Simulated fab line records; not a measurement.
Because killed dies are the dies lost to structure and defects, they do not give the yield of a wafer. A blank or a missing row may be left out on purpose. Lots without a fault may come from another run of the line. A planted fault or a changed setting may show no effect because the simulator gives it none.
fab line records ; flow nand_harc
record lots=12; wafers=36; last_day=24
route steps=1159 shown A_BONDPAD@1080 THIN_TSV@1124 END@1159
lots untouched by any fault: they come from a run of this same line in which no faults occurred
start_h: hours from the record's first day to the start of the lot's first wafer shown ; wait_h: how many hours have passed since the lot's step before this one ; " unchanged from the row above ; L1.1+2: a row that stands for several wafers ; - either no value or no given start ; * or withheld: withheld ; < > ~ a bound
route shown NAME@n: names a module that has steps shown in the file, with the first one's number in the route ; usual: mean/standard deviation of fault-free wafers ; same: alike in all rows ; chamber/n: place in a boat ; sites: each site's reading ; _std_site: the values' standard deviation ; _edge_site: outer sites' mean less inner sites' ; radius_mm: how far each site lies from the wafer's centre ; mask NAME#n: copy n ; behind: the most recent tool/chamber to have shaped the wafer ; hold: why the lot was held/for how many hours/how that ended ; device: the transistor (n, p or np) that didn't switch ; end of line: tests of these same wafers at the route's end ; where a step has no rows: the recipe by itself ; killed: the dies lost at the first sort to structure and to defects; this is not the yield of the wafer ; map: a wafer's dies, marking killed ones x, the rest . and places with no die _
set.NAME: the run value of the setting; set.NAME@STEP: its run value at that earlier step ; model.NAME: the simulator's own value behind a step, which no gauge read
steps of the route over a sample of lots; a table a step, a row a wafer
services: a tool's chamber out of use, with start hour (start_h, from the record's first day; less than 0 if before it), hours out, and reason
## steps
# step NHARC_A_BONDPAD_ETCH_24
# recipe target_depth_a=300; over_etch_frac=0.3; time_s=72.99; ion_energy_ev=150; cf4_flow_sccm=50; n2_flow_sccm=100; ar_flow_sccm=150; rf_w=300; bias_w=100; chemistry=CF4/N2
# usual cf4_flow_sccm=49.99/0.15; drypump_motor_current_A=6.0/0.38; oes_product_au=1.000/0.0079; rf_vpp_V=314.4/1.5; showerhead_plenum_p_Torr=2.65/0.075; throttle_valve_pct=19.795/0.0084
lot.wafer;tool;chamber;start_h;wait_h;cf4_flow_sccm;drypump_motor_current_A;oes_product_au;rf_hours_counter_h;rf_vpp_V;showerhead_plenum_p_Torr;throttle_valve_pct
L997.4;rie_diel-12;3;-;-;49.64;5.5;0.994;0;313.8;2.62;19.790
L997.1;rie_diel-12;1;-;-;49.92;5.6;1.001;0;314.2;2.63;19.802
L997.6;rie_diel-12;3;-;-;49.89;5.5;0.993;-;314.1;2.62;19.794
L998.4;rie_diel-09;3;-;-;50.11;6.3;0.990;32;312.2;2.57;19.800
L998.6;rie_diel-09;3;-;-;50.35;6.3;1.003;-;313.0;2.57;19.797
L998.5;rie_diel-09;0;-;-;49.87;5.4;0.998;-;315.6;2.70;19.788
L999.1;rie_diel-09;2;-;-;49.74;6.1;0.981;0;315.1;2.71;19.790
L999.3;rie_diel-09;3;-;-;49.75;6.3;0.991;0;312.6;2.57;19.794
L999.6;rie_diel-09;1;-;-;50.01;6.0;1.000;-;312.3;2.53;19.790
L103.1;rie_diel-12;3;-;-;50.02;5.5;0.996;2;315.9;2.62;19.778
L103.6;rie_diel-12;1;-;-;50.00;5.6;1.000;-;314.7;2.63;19.794
L103.5;rie_diel-12;2;-;-;50.16;6.4;1.002;-;315.1;2.62;19.789
L105.4;rie_diel-12;2;-;-;49.97;6.5;1.008;3;314.1;2.62;19.794
L105.2;rie_diel-12;1;-;-;50.18;5.6;1.002;3;313.8;2.63;19.793
L105.6;rie_diel-12;2;-;-;50.09;6.5;1.010;-;313.5;2.62;19.795
L112.4;rie_diel-09;2;-;-;50.30;6.1;0.999;10;314.2;2.70;19.794
L112.2;rie_diel-09;3;-;-;50.17;6.3;1.012;9;312.3;2.57;19.799
L112.5;rie_diel-09;2;-;-;50.07;6.1;1.001;-;314.6;2.71;19.799
L114.1;rie_diel-12;2;509.48;0.2;50.23;6.4;1.004;4;312.8;2.62;19.806
L114.3;rie_diel-12;0;509.48;0.2;50.00;6.3;0.998;4;315.8;2.78;19.796
L114.6;rie_diel-12;3;509.48;0.2;49.79;5.5;1.010;-;312.6;2.62;19.777
L116.3;rie_diel-12;0;-;-;50.03;6.3;1.004;5;316.6;2.78;19.794
L116.2;rie_diel-12;1;-;-;49.99;5.6;1.000;5;313.3;2.63;19.798
L116.6;rie_diel-12;3;-;-;50.01;5.5;1.002;-;313.6;2.62;19.804
L120.4;rie_diel-12;3;-;-;49.95;5.5;0.999;6;314.0;2.62;19.777
L120.1;rie_diel-12;1;-;-;50.04;5.6;0.998;5;312.6;2.63;19.807
L120.6;rie_diel-12;3;-;-;50.07;5.5;0.993;-;313.5;2.62;19.792
L118.2;rie_diel-12;1;-;-;49.87;5.6;0.996;6;313.8;2.63;19.799
L118.3;rie_diel-12;2;-;-;50.04;6.4;0.996;6;314.0;2.62;19.796
L118.5;rie_diel-12;0;-;-;50.20;6.3;1.002;-;316.0;2.78;19.817
L117.3;rie_diel-09;1;533.98;0.1;49.96;6.0;0.992;20;313.6;2.53;19.789
L117.6;rie_diel-09;3;533.98;0.1;49.77;6.3;0.996;-;313.2;2.56;19.794
L117.5;rie_diel-09;1;533.98;0.1;50.08;6.0;0.981;-;313.4;2.52;19.777
L119.2;rie_diel-12;3;-;-;50.01;5.5;0.997;6;312.6;2.62;19.800
L119.1;rie_diel-12;0;-;-;50.09;6.3;1.006;6;316.4;2.78;19.789
L119.4;rie_diel-12;2;-;-;50.02;6.5;1.013;6;314.1;2.62;19.806
# step NHARC_A_BONDPAD_PRE_CLEAN_26
# recipe time_s=30; temp_c=280; gas=H2/He
# usual heater_power_w=411/40
lot.wafer;tool;chamber;start_h;wait_h;heater_power_w
L997.1;pvd_sputter-02;-;-;-;356
L997.4;pvd_sputter-02;-;-;-;439
L997.6;pvd_sputter-02;-;-;-;412
L998.4;pvd_sputter-02;-;-;-;440
L998.6;pvd_sputter-02;-;-;-;433
L998.5;pvd_sputter-02;-;-;-;418
L999.1;pvd_sputter-02;-;-;-;422
L999.3;pvd_sputter-02;-;-;-;417
L999.6;pvd_sputter-02;-;-;-;416
L103.1;pvd_sputter-02;-;-;-;447
L103.6;pvd_sputter-02;-;-;-;437
L103.5;pvd_sputter-02;-;-;-;412
L105.4;pvd_sputter-01;-;-;-;366
L105.2;pvd_sputter-01;-;-;-;480
L105.6;pvd_sputter-01;-;-;-;453
L112.4;pvd_sputter-03;-;-;-;397
L112.2;pvd_sputter-03;-;-;-;361
L112.5;pvd_sputter-03;-;-;-;403
L114.3;pvd_sputter-02;-;-;-;414
L114.1;pvd_sputter-02;-;-;-;432
L114.6;pvd_sputter-02;-;-;-;412
L116.2;pvd_sputter-01;-;-;-;395
L116.3;pvd_sputter-01;-;-;-;363
L116.6;pvd_sputter-01;-;-;-;454
L120.4;pvd_sputter-03;-;-;-;355
L120.1;pvd_sputter-03;-;-;-;364
L120.6;pvd_sputter-03;-;-;-;398
L118.2;pvd_sputter-01;-;-;-;371
L118.3;pvd_sputter-01;-;-;-;471
L118.5;pvd_sputter-01;-;-;-;381
L117.3;pvd_sputter-02;-;-;-;442
L117.6;pvd_sputter-02;-;-;-;424
L117.5;pvd_sputter-02;-;-;-;436
L119.4;pvd_sputter-01;-;-;-;374
L119.2;pvd_sputter-01;-;-;-;445
L119.1;pvd_sputter-01;-;-;-;476
# step NHARC_THIN_TSV_DEP_47
# recipe target_thk_a=2000; temp_c=withheld; pressure_torr=6.5; rf_w=900; teos_flow_sccm=161.4; flow_sccm=2650; target_thk_nm=200; gas=O2; material=SiO2
# usual throttle_valve_pct=15.9/0.57
lot.wafer;tool;chamber;start_h;wait_h;throttle_valve_pct
L997.1;pecvd-04;2;427.14;-;15.1
L997.6;pecvd-04;2;427.14;-;15.1
L997.4;pecvd-04;0;427.14;-;16.5
L998.6;pecvd-04;0;441.30;-;16.4
L998.5;pecvd-04;1;441.30;-;15.8
L998.4;pecvd-04;2;441.30;-;15.2
L999.1;pecvd-02;0;459.44;-;16.3
L999.3;pecvd-02;2;459.44;-;15.7
L999.6;pecvd-02;2;459.44;-;16.0
L103.1;pecvd-01;1;466.59;-;15.4
L103.6;pecvd-01;1;466.59;-;15.2
L103.5;pecvd-01;2;466.59;-;16.4
L105.2;pecvd-04;0;477.38;-;16.5
L105.4;pecvd-04;2;477.38;-;15.2
L105.6;pecvd-04;1;477.38;-;16.2
L112.2;pecvd-04;1;511.77;-;15.9
L112.5;pecvd-04;1;511.77;-;16.1
L112.4;pecvd-04;0;511.77;-;16.8
L114.3;pecvd-04;1;527.96;-;16.4
L114.1;pecvd-04;2;527.96;-;15.3
L114.6;pecvd-04;2;527.96;-;15.4
L116.3;pecvd-02;0;536.26;-;16.6
L116.2;pecvd-02;1;536.26;-;15.6
L116.6;pecvd-02;1;536.26;-;15.7
L120.1;pecvd-02;2;546.45;-;16.1
L120.6;pecvd-02;1;546.45;-;15.7
L120.4;pecvd-02;0;546.45;-;16.4
L118.3;pecvd-01;0;552.79;-;14.4
L118.2;pecvd-01;2;552.79;-;16.8
L118.5;pecvd-01;2;552.79;-;16.4
L117.3;pecvd-04;2;553.96;-;15.4
L117.6;pecvd-04;0;553.96;-;16.6
L117.5;pecvd-04;2;553.96;-;15.2
L119.1;pecvd-04;2;555.24;-;15.4
L119.2;pecvd-04;0;555.24;-;16.5
L119.4;pecvd-04;1;555.24;-;16.0
# step NHARC_THIN_TSV_ECD_20
# recipe target_thk_a=20000; material=Cu
lot.wafer;tool;chamber;start_h;wait_h
L997.1+4+6;ecd_cu-02;0,0,1;428.80;-
L998.4+5+6;ecd_cu-01;1,1,0;446.35;-
L999.1+3+6;ecd_cu-02;1,1,0;461.50;-
L103.1+5+6;ecd_cu-02;0,0,1;468.05;-
L105.2+4+6;ecd_cu-02;1,1,0;478.74;-
L112.2+4+5;ecd_cu-01;0,1,1;513.25;-
L114.1+3+6;ecd_cu-01;0,1,1;529.30;-
L116.2+3+6;ecd_cu-01;1;537.82;-
L120.1+4+6;ecd_cu-01;0,1,0;547.82;-
L118.2+3+5;ecd_cu-02;1;554.19;-
L117.3+5+6;ecd_cu-01;0,1,0;555.61;-
L119.1+2+4;ecd_cu-02;1,0,0;556.58;-
# step NHARC_END_SORT_01
# recipe temp_c=25
# usual defect_limited_yield=95.7/1.5; killed_at_array=26/9.9; killed_at_other=0.8/1; killed_at_periphery=2.8/2.2; killed_dies=29/9.9; killed_open=3.2/1.8; killed_short=2.1/1.4; sort_bin_2_pct=1.3/0.54; sort_bin_3_pct=0.23/0.2; sort_bin_4_pct=2.8/1; sort_n_pass=648/9.9; sort_rim_yield_pct=95/3.5; sort_yield_pct=95.7/1.5
# same gross_dies=677; sort_bin_5_pct[%]=0; sort_bin_6_pct[%]=0; sort_bin_7_pct[%]=0; sort_bin_8_pct[%]=0; sort_rim_n_gross=106.00
lot.wafer;tool;chamber;start_h;wait_h;defect_limited_yield[%];killed_at_array;killed_at_other;killed_at_periphery;killed_dies;killed_open;killed_short;sort_bin_2_pct[%];sort_bin_3_pct[%];sort_bin_4_pct[%];sort_n_pass;sort_rim_yield_pct[%];sort_yield_pct[%]
L103.1;prober-01;0;480.99;2.5;38.3;21;396;1;418;4;1;23.0;3.10;35.6;259;39;38.3
L103.5;prober-01;0;484.19;3.7;42.8;9;378;0;387;1;0;20.2;4.58;32.3;290;42;42.8
L103.6;prober-01;0;484.99;4.0;42.5;20;369;0;389;3;1;21.9;5.02;30.6;288;42;42.5
L105.2;prober-01;0;491.08;2.8;39.7;35;372;1;408;3;2;19.6;5.76;34.9;269;44;39.7
L105.4;prober-01;0;492.68;3.4;41.7;29;366;0;395;3;0;18.9;5.32;34.1;282;35;41.7
L105.6;prober-01;0;494.28;4.0;40.9;19;378;3;400;1;2;23.6;5.32;30.1;277;42;40.9
L112.2;prober-02;0;526.03;2.8;95.0;26;1;7;34;2;2;1.5;0.15;3.4;643;97;95.0
L112.4;prober-02;0;527.61;3.4;93.9;34;0;7;41;6;0;1.8;0.44;3.8;636;96;93.9
L112.5;prober-02;0;528.40;3.7;95.9;25;1;2;28;3;2;1.0;0;3.1;649;92;95.9
L114.1;prober-01;0;540.71;2.5;94.4;33;2;3;38;1;2;1.5;0.59;3.5;639;95;94.4
L114.3;prober-01;0;542.29;3.1;93.2;39;2;5;46;8;4;3.0;0.44;3.4;631;88;93.2
L114.6;prober-01;0;544.66;4.0;93.4;41;1;3;45;5;0;2.4;0.30;4.0;632;95;93.4
L116.2;prober-01;0;552.13;2.8;95.0;29;2;3;34;5;2;1.3;0.15;3.5;643;93;95.0
L116.3;prober-01;0;552.93;3.1;97.9;12;1;1;14;3;3;0.6;0;1.5;663;100;97.9
L116.6;prober-01;0;555.34;4.0;97.9;12;1;1;14;1;1;0.6;0.15;1.3;663;98;97.9
# killed by level:class
L103.1 THIN_TSV:unspecified=396 A_CHANNEL_HOLE_D1:chamber_film_flake=11 A_CONTACT:chamber_film_flake=3 A_STAIRCASE:chamber_film_flake=2 P_CONTACT:geometric_particle:open=1 A_ONON_D1:geometric_particle:open=1 A_CONTACT:geometric_particle:short=1 A_CONTACT:geometric_particle:open=1
L103.5 THIN_TSV:unspecified=378 A_CHANNEL_HOLE_D1:chamber_film_flake=6 A_M0:geometric_particle:open=1 A_CHANNEL_FILL_D1:chamber_film_flake=1 A_CONTACT:chamber_film_flake=1
L103.6 THIN_TSV:unspecified=369 A_CHANNEL_HOLE_D1:chamber_film_flake=6 A_STAIRCASE:chamber_film_flake=5 A_CONTACT:chamber_film_flake=4 A_CHANNEL_FILL_D1:geometric_particle:short=1 A_CHANNEL_FILL_D1:geometric_particle:open=1 A_WL_FILL:geometric_particle:open=1 A_CONTACT:geometric_particle:open=1
L105.2 THIN_TSV:unspecified=372 A_CHANNEL_HOLE_D1:chamber_film_flake=12 A_STAIRCASE:chamber_film_flake=8 A_SLIT:chamber_film_flake=8 A_CONTACT:chamber_film_flake=3 P_CONTACT:geometric_particle:open=1 A_CHANNEL_HOLE_D1:geometric_particle:short=1 A_SGD_CUT:geometric_particle:open=1
L105.4 THIN_TSV:unspecified=365 A_CHANNEL_HOLE_D1:chamber_film_flake=13 A_SLIT:chamber_film_flake=10 A_STAIRCASE:chamber_film_flake=1 A_ONON_D1:geometric_particle:open=1 A_WL_FILL:geometric_particle:open=1 STARTING-WAFER:geometric_particle:open=1 A_CHANNEL_FILL_D1:chamber_film_flake=1
L105.6 THIN_TSV:unspecified=378 A_SLIT:chamber_film_flake=8 A_CHANNEL_HOLE_D1:chamber_film_flake=7 P_ZERO_WELL:chamber_film_flake=2 P_CONTACT:geometric_particle:open=1 A_ONON_D1:geometric_particle:short=1 A_CHANNEL_FILL_D1:geometric_particle:short=1 A_ZERO_WELL:chamber_film_flake=1
L112.2 A_SLIT:chamber_film_flake=17 P_CONTACT:chamber_film_flake=5 A_WL_FILL:chamber_film_flake=4 A_CONTACT:chamber_film_flake=2 P_GATE:geometric_particle:open=1 A_ONON_D1:geometric_particle:open=1 A_CHANNEL_HOLE_D1:geometric_particle:short=1 STARTING-WAFER:geometric_particle:short=1
L112.4 A_SLIT:chamber_film_flake=13 A_CHANNEL_HOLE_D1:chamber_film_flake=7 A_CONTACT:chamber_film_flake=5 P_CONTACT:chamber_film_flake=3 A_STAIRCASE:chamber_film_flake=3 P_GATE:geometric_particle:open=2 A_CONTACT:geometric_particle:open=2 A_WL_FILL:chamber_film_flake=2
L112.5 A_SLIT:chamber_film_flake=12 A_CONTACT:chamber_film_flake=4 A_CHANNEL_HOLE_D1:chamber_film_flake=3 A_STAIRCASE:chamber_film_flake=3 P_M1:geometric_particle:open=1 P_M1:geometric_particle:short=1 A_STAIRCASE:geometric_particle:open=1 A_CONTACT:geometric_particle:short=1
L114.1 A_SLIT:chamber_film_flake=14 A_CHANNEL_HOLE_D1:chamber_film_flake=11 A_CONTACT:chamber_film_flake=5 THIN_TSV:chamber_film_flake=2 P_STI:geometric_particle:short=1 A_ONON_D1:geometric_particle:open=1 A_CHANNEL_FILL_D1:geometric_particle:short=1 P_STI:chamber_film_flake=1
L114.3 A_CHANNEL_HOLE_D1:chamber_film_flake=14 A_SLIT:chamber_film_flake=10 A_CONTACT:chamber_film_flake=5 P_M0:geometric_particle:open=2 A_ONON_D1:geometric_particle:open=2 A_WL_FILL:geometric_particle:short=2 A_STAIRCASE:chamber_film_flake=2 P_GATE:geometric_particle:open=1
L114.6 A_SLIT:chamber_film_flake=16 A_CHANNEL_HOLE_D1:chamber_film_flake=15 A_STAIRCASE:chamber_film_flake=3 A_M0:geometric_particle:open=2 A_WL_FILL:chamber_film_flake=2 P_M0:geometric_particle:open=1 A_CHANNEL_FILL_D1:geometric_particle:open=1 A_WL_FILL:geometric_particle:open=1
L116.2 A_CONTACT:chamber_film_flake=13 A_CHANNEL_HOLE_D1:chamber_film_flake=6 A_CONTACT:geometric_particle:open=2 P_STI:chamber_film_flake=2 A_WL_FILL:chamber_film_flake=2 THIN_TSV:chamber_film_flake=2 A_ONON_D1:geometric_particle:open=1 A_SGD_CUT:geometric_particle:open=1
L116.3 A_CHANNEL_HOLE_D1:chamber_film_flake=3 A_CONTACT:chamber_film_flake=2 A_SOURCE_PLATE:geometric_particle:short=1 A_ONON_D1:geometric_particle:open=1 A_CHANNEL_HOLE_D1:geometric_particle:open=1 A_SGD_CUT:geometric_particle:short=1 A_WL_FILL:geometric_particle:short=1 A_CONTACT:geometric_particle:open=1
L116.6 A_CONTACT:chamber_film_flake=5 A_WL_FILL:chamber_film_flake=3 A_SGD_CUT:geometric_particle:open=1 A_CONTACT:geometric_particle:short=1 P_STI:chamber_film_flake=1 A_CHANNEL_HOLE_D1:chamber_film_flake=1 A_STAIRCASE:chamber_film_flake=1 THIN_TSV:chamber_film_flake=1
## services
tool;chamber;start_h;hours;kind
pvd_sputter-03;-;388.46;0.5;repair
pvd_sputter-03;-;391.83;12.8;repair
pvd_sputter-02;-;392.00;10.0;pm
pecvd-04;1;400.73;6.5;repair
pvd_sputter-03;-;406.45;8.6;repair
rie_diel-09;1;412.88;7.5;repair
pecvd-01;-;418.18;13.0;pm
rie_diel-09;-;431.13;9.0;pm
pvd_sputter-01;-;435.69;2.1;repair
ecd_cu-02;-;441.16;4.8;repair
ecd_cu-01;-;448.25;8.0;pm
pvd_sputter-03;-;458.00;10.0;pm
pvd_sputter-03;-;471.96;0.8;repair
rie_diel-09;2;479.59;2.0;repair
pecvd-04;-;486.03;0.9;repair
pecvd-04;-;490.01;1.8;repair
pvd_sputter-01;-;498.02;3.1;repair
rie_diel-09;2;508.61;36.4;repair
pecvd-02;-;515.07;13.0;pm
pvd_sputter-01;-;518.10;10.0;pm
pecvd-04;-;528.53;13.2;repair
ecd_cu-02;-;533.07;8.0;pm
rie_diel-09;1;556.21;16.2;repair
rie_diel-12;-;556.40;9.0;pm
## key
first_sign step=NHARC_END_SORT_01; reading=killed_at_other; direction=up; sigmas=99+; usual=0.8; struck=376.5
effect step=NHARC_END_SORT_01; reading=defect_limited_yield; direction=down; sigmas=37; usual=95.7; struck=41.0
more_kills_born_at NHARC_THIN_TSV_ECD_20@ecd_cu-02=2258
met_at NHARC_THIN_TSV_ECD_20
struck_lots L103,L105
not_acting_at NHARC_A_BONDPAD_ETCH_24,NHARC_A_BONDPAD_PRE_CLEAN_26,NHARC_THIN_TSV_DEP_47
onset_between 461.50 468.05
fault kind=chamber_particle_source; tool=ecd_cu-02; chamber=-; onset_h=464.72; steps=NHARC_THIN_TSV_ECD_20; rate_per_visit_cm2=0.92225; end_h=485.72
